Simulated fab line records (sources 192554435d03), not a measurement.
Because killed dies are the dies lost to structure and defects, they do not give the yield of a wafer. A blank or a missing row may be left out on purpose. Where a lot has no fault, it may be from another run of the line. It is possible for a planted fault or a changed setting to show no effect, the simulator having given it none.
Matching of chambers + flow n5_finfet + N5_WELL_APT_DESCUM_30 on rie_diel-03: 3 sister chambers
The step chemistry O2, time 7.9 s. 16 wafers are shown with their chamber, then 6 later ones without.

== WAFERS, EACH WITH ITS CHAMBER ==
| wafer  | chamber | showerhead_plenum_p_Torr (Torr) | oes_product_au (a.u.) | throttle_valve_pct (%) |
|--------|---------|---------------------------------|-----------------------|------------------------|
| L074.1 | 2       | 2.10                            | 0.77                  | 20.26                  |
| L074.3 | 0       | 2.00                            | 0.75                  | 20.52                  |
| L074.5 | 2       | 2.10                            | 0.77                  | 20.29                  |
| L077.2 | 2       | 2.09                            | 0.77                  | 20.27                  |
| L077.4 | 2       | 2.09                            | 0.76                  | 20.30                  |
| L077.5 | 0       | 2.00                            | 0.73                  | 20.53                  |
| L083.1 | 1       | 2.14                            | 0.95                  | 20.50                  |
| L083.2 | 0       | 1.99                            | 0.73                  | 20.58                  |
| L083.4 | 2       | 2.09                            | 0.74                  | 20.31                  |
| L086.3 | 1       | 2.13                            | 0.93                  | 20.54                  |
| L086.4 | 2       | 2.08                            | 0.73                  | 20.32                  |
| L086.5 | 1       | 2.13                            | 0.93                  | 20.53                  |
| L089.3 | 1       | 2.13                            | 0.91                  | 20.55                  |
| L089.5 | 0       | 1.99                            | 0.71                  | 20.57                  |
| L089.6 | 1       | 2.13                            | 0.90                  | 20.56                  |
| L093.2 | 2       | 2.08                            | 0.73                  | 20.34                  |

SIGNATURES, as means of the wafers listed above
| reading                  | chamber 0 | chamber 1 | chamber 2 | scatter within a chamber |
|--------------------------|-----------|-----------|-----------|--------------------------|
| showerhead_plenum_p_Torr | 1.9950    | 2.1320    | 2.0900    | 0.00668                  |
| oes_product_au           | 0.7300    | 0.9240    | 0.7529    | 0.0185                   |
| throttle_valve_pct       | 20.5500   | 20.5360   | 20.2986   | 0.0269                   |
Rule: a wafer lies at a distance from a chamber equal to the root of the sum of squares, over the readings, of (its reading less the chamber's mean, divided by the reading's scatter). The wafer belongs to the nearest chamber; if the next one is less than 2 further off, it can't be placed. The scatter: the root of (the sum of the squares of (reading less its chamber's mean) over the shown wafers, divided by (wafers less chambers)).

== WAFERS WITH NO CHAMBER GIVEN ==
| wafer  | showerhead_plenum_p_Torr (Torr) | oes_product_au (a.u.) | throttle_valve_pct (%) |
|--------|---------------------------------|-----------------------|------------------------|
| L093.3 | 1.98                            | 0.71                  | 20.59                  |
| L093.6 | 2.13                            | 0.90                  | 20.55                  |
| L096.4 | 2.08                            | 0.72                  | 20.34                  |
| L096.5 | 1.98                            | 0.71                  | 20.58                  |
| L097.3 | 1.98                            | 0.71                  | 20.61                  |
| L097.6 | 1.98                            | 0.71                  | 20.60                  |

== WHICH CHAMBER EACH ONE RAN IN ==
| wafer  | from the rows above | in truth |
|--------|---------------------|----------|
| L093.3 | 0                   | 0        |
| L093.6 | 1                   | 1        |
| L096.4 | 2                   | 2        |
| L096.5 | 0                   | 0        |
| L097.3 | 0                   | 0        |
| L097.6 | 0                   | 0        |
Placed correctly: 6 of 6. From these rows, 0 cannot be placed. Wrongly placed: 0.
